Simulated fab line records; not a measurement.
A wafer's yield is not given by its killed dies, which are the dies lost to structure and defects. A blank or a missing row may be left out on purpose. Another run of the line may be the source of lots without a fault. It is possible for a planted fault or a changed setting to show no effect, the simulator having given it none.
Chamber matching / flow n5 finfet / N5_BEOL_M11_ETCH_65 on rie diel-06: 4 sister chambers
The step etches SiARC in CF4, target depth 39 nm, time 65 s. 8 wafers are shown with their chamber, then 8 later ones without.

WAFERS PAIRED WITH THEIR CHAMBERS
wafer=L080.5; chamber=3; drypump motor current A (A)=5.80; showerhead plenum p Torr (Torr)=2.13
wafer=L085.1; chamber=1; drypump motor current A (A)=6.48; showerhead plenum p Torr (Torr)=2.19
wafer=L085.3; chamber=3; drypump motor current A (A)=5.77; showerhead plenum p Torr (Torr)=2.13
wafer=L085.6; chamber=2; drypump motor current A (A)=6.02; showerhead plenum p Torr (Torr)=2.09
wafer=L089.2; chamber=2; drypump motor current A (A)=6.01; showerhead plenum p Torr (Torr)=2.08
wafer=L089.5; chamber=0; drypump motor current A (A)=5.78; showerhead plenum p Torr (Torr)=2.20
wafer=L089.6; chamber=1; drypump motor current A (A)=6.48; showerhead plenum p Torr (Torr)=2.18
wafer=L088.1; chamber=0; drypump motor current A (A)=5.77; showerhead plenum p Torr (Torr)=2.19

WAFERS WHOSE CHAMBER IS MISSING
wafer=L088.3; drypump motor current A (A)=6.51; showerhead plenum p Torr (Torr)=2.18
wafer=L088.6; drypump motor current A (A)=6.49; showerhead plenum p Torr (Torr)=2.18
wafer=L093.3; drypump motor current A (A)=5.80; showerhead plenum p Torr (Torr)=2.19
wafer=L093.5; drypump motor current A (A)=5.77; showerhead plenum p Torr (Torr)=2.19
wafer=L093.6; drypump motor current A (A)=6.50; showerhead plenum p Torr (Torr)=2.18
wafer=L094.1; drypump motor current A (A)=6.02; showerhead plenum p Torr (Torr)=2.08
wafer=L094.3; drypump motor current A (A)=6.49; showerhead plenum p Torr (Torr)=2.18
wafer=L094.5; drypump motor current A (A)=6.03; showerhead plenum p Torr (Torr)=2.08

WHICH CHAMBER EACH WENT THROUGH
wafer=L088.3; from the rows above=1; in truth=1
wafer=L088.6; from the rows above=1; in truth=1
wafer=L093.3; from the rows above=0; in truth=0
wafer=L093.5; from the rows above=0; in truth=0
wafer=L093.6; from the rows above=1; in truth=1
wafer=L094.1; from the rows above=2; in truth=2
wafer=L094.3; from the rows above=1; in truth=1
wafer=L094.5; from the rows above=2; in truth=2
Correct placement for 8 of the 8. Not placeable from these rows: 0. Placed wrongly: 0.
How it was worked out, from the rows above alone: a wafer's distance from a chamber is the root of the sum, over the readings, of the square of ((its reading less the chamber's mean) divided by the reading's scatter). If the next closest chamber is less than 2 further off than the closest, the wafer can't be placed; otherwise it belongs to the closest. A chamber's mean is the mean of its shown wafers. The scatter: take each reading less its chamber's mean, square it, sum over the shown wafers, divide by the number of wafers less the number of chambers, and take the root.
